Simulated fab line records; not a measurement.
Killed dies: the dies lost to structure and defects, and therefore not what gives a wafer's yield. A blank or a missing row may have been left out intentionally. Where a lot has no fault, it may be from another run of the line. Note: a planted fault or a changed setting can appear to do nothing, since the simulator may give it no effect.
Matching of chambers | flow nand_harc | NHARC_A_WL_FILL_STRIP_29 on rie_diel-03: 4 sister chambers
The step strips in O2, time 20 s. 4 wafers are shown with their chamber, then 8 later ones without.

== EACH WAFER AND ITS CHAMBER ==
wafer  | chamber | drypump_motor_current_A (A)
L084.1 | 1       | 5.1
L084.2 | 2       | 6.1
L087.6 | 3       | 5.9
L086.1 | 0       | 5.7

== WAFERS WHOSE CHAMBER IS MISSING ==
wafer  | drypump_motor_current_A (A)
L086.3 | 6.2
L086.6 | 6.1
L093.1 | 5.9
L093.3 | 5.7
L093.4 | 6.1
L097.1 | 6.1
L097.2 | 5.9
L097.4 | 5.7

== THE CHAMBER EACH PASSED THROUGH ==
wafer  | from the rows above | in truth
L086.3 | 2                   | 2
L086.6 | 2                   | 2
L093.1 | 3                   | 3
L093.3 | 0                   | 0
L093.4 | 2                   | 2
L097.1 | 2                   | 2
L097.2 | 3                   | 3
L097.4 | 0                   | 0
Correctly placed: 8 of 8. Not placeable from these rows: 0. 0 placed wrongly.
How it was worked out, from the rows above alone: a wafer's distance from a chamber is the root of the sum, over the readings, of the square of ((its reading less the chamber's mean) divided by the reading's scatter). If the next closest chamber is less than 2 further off than the closest, the wafer can't be placed; otherwise it belongs to the closest. A chamber's mean is the mean of its shown wafers. The scatter (one wafer shown for each chamber): square how far every hidden wafer sits from the nearest shown wafer, average those squares and take the square root.
